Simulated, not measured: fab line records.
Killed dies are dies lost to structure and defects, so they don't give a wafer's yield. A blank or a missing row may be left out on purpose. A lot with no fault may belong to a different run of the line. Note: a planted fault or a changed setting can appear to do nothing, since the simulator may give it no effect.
Chamber matching :: flow nandHarc :: NHARC_A_CONTACT_ALD_18 on aldMetal-03: 4 sister chambers
The step deposits TiN, target thk 3 nm, pulse time 1 s, ald cycles 150. 4 wafers are shown with their chamber, then 8 later ones without.

## EACH WAFER AND ITS CHAMBER
wafer: L081.6
chamber: 1
heaterPowerW (W): 1025

wafer: L082.4
chamber: 3
heaterPowerW (W): 1012

wafer: L082.6
chamber: 2
heaterPowerW (W): 801

wafer: L087.2
chamber: 0
heaterPowerW (W): 1274

## WAFERS MISSING THEIR CHAMBER
wafer: L087.3
heaterPowerW (W): 1007

wafer: L087.5
heaterPowerW (W): 802

wafer: L084.2
heaterPowerW (W): 1316

wafer: L084.3
heaterPowerW (W): 1010

wafer: L084.4
heaterPowerW (W): 820

wafer: L090.1
heaterPowerW (W): 1300

wafer: L090.2
heaterPowerW (W): 1014

wafer: L090.3
heaterPowerW (W): 1057

## EACH ONE'S CHAMBER
wafer: L087.3
from the rows above: can't be placed: 3 or 1
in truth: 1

wafer: L087.5
from the rows above: 2
in truth: 2

wafer: L084.2
from the rows above: 0
in truth: 0

wafer: L084.3
from the rows above: can't be placed: 3 or 1
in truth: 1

wafer: L084.4
from the rows above: 2
in truth: 2

wafer: L090.1
from the rows above: 0
in truth: 0

wafer: L090.2
from the rows above: can't be placed: 3 or 1
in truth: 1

wafer: L090.3
from the rows above: can't be placed: 1 or 3
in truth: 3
Placed correctly: 4 of 8. From these rows, 4 cannot be placed; in 4 the true chamber is one of the candidates. Placed wrongly: 0.
How it was worked out, from the rows above alone: a wafer's distance from a chamber is the root of the sum, over the readings, of the square of ((its reading less the chamber's mean) divided by the reading's scatter). If the next closest chamber is less than 2 further off than the closest, the wafer can't be placed; otherwise it belongs to the closest. The mean given for a chamber averages the wafers shown for that chamber. The scatter (one wafer shown for each chamber): square how far every hidden wafer sits from the nearest shown wafer, average those squares and take the square root.
